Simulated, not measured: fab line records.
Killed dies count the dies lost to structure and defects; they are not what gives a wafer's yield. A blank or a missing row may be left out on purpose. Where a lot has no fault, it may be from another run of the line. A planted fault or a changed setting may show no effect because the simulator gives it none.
Code-filled problem report in 8D (eight disciplines) form -- flow nand-harc -- the parts of the form that need people (team, actions taken, sign-off) are left out

1. THE PROBLEM
Wafers without a fault read 200.8 W, standard deviation 1.3; heater-power-total-W at NHARC_A_BONDPAD_SOFTBAKE_04 reads a mean of 332.7 W on 3 wafers belonging to 2 lots. That is +99 or more standard deviations from the usual mean.
The step: time 70 s.
First observed at day 32 09:00: wafer L748.1, on litho-track-05. The record has a number at this step for 39 wafers belonging to 13 lots. By rule, "out" or "out of limits" means more than 4 standard deviations away from the usual mean. All remaining wafers that have a number are taken as sound.

2. WHAT IT IS AND WHAT IT IS NOT
question,is,is not
which readings at this step,heater-power-total-W,-
which lots,"L748, L749","L728, L729, L730, L731, L732, L733, L734, L735, L736, L739, L750"
which wafers of those lots,"L748.1, L749.1, L749.5","L748.3, L748.4, L749.3"
read on which tools,litho-track-05,"litho-track-02, litho-track-07"
when,from day 32 09:00,"up to then (32 sound wafers); but 4 sound wafers of L749, L750 came after"

3. THE SUSPECTS, EACH WITH WHAT RULES IT OUT
Counting: a tool at a process step up to the reading stays a suspect if it ran every lot that is out. Sound lots after the first of them don't rule it out here, since some wafers of a struck lot are sound.
- litho-track-05 at NHARC_A_BONDPAD_SOFTBAKE_04 (time 70 s): kept. It ran every lot that is out, first L748 (day 32 09:00); its last sound lot up to then is L739 (day 27 13:00). Out on those wafers are its own readings of heater-power-total-W.
Remaining after the count: litho-track-05 at NHARC_A_BONDPAD_SOFTBAKE_04.

4. THE CAUSE (what the simulator had put in)
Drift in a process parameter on litho-track-05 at NHARC_A_BONDPAD_SOFTBAKE_04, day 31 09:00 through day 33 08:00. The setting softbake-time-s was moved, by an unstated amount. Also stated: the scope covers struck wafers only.
After counting, this tool was the only one left.

5. SEQUENCE OF EFFECTS, ordered by route
Each row: a reading where the mean over the struck wafers with a number is more than 3 standard deviations away from the usual. Readings are gone through only where the record gives a usual standard deviation; hours: the median, over the lots, of the time from a lot's start at the first step in this table giving one to that lot's start at this step; sigmas: the change measured in usual standard deviations.
hours,step,reading,usual,on struck wafers,change,sigmas
0,NHARC_A_BONDPAD_SOFTBAKE_04,heater-power-total-W,200.8 W,332.7,+131.9,+99 or more
Process steps it contains:
- NHARC_A_BONDPAD_SOFTBAKE_04: time 70 s.
At these later measuring or inspecting steps, every struck wafer for which the step has a row has a number for every such reading, and none has moved that far: NHARC_A_BONDPAD_CD_MEAS_13.

6. HOW IT WOULD HAVE BEEN CAUGHT EARLIER
In this record the first reading out of limits was taken at day 32 09:00, 24 hours after the fault began at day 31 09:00.
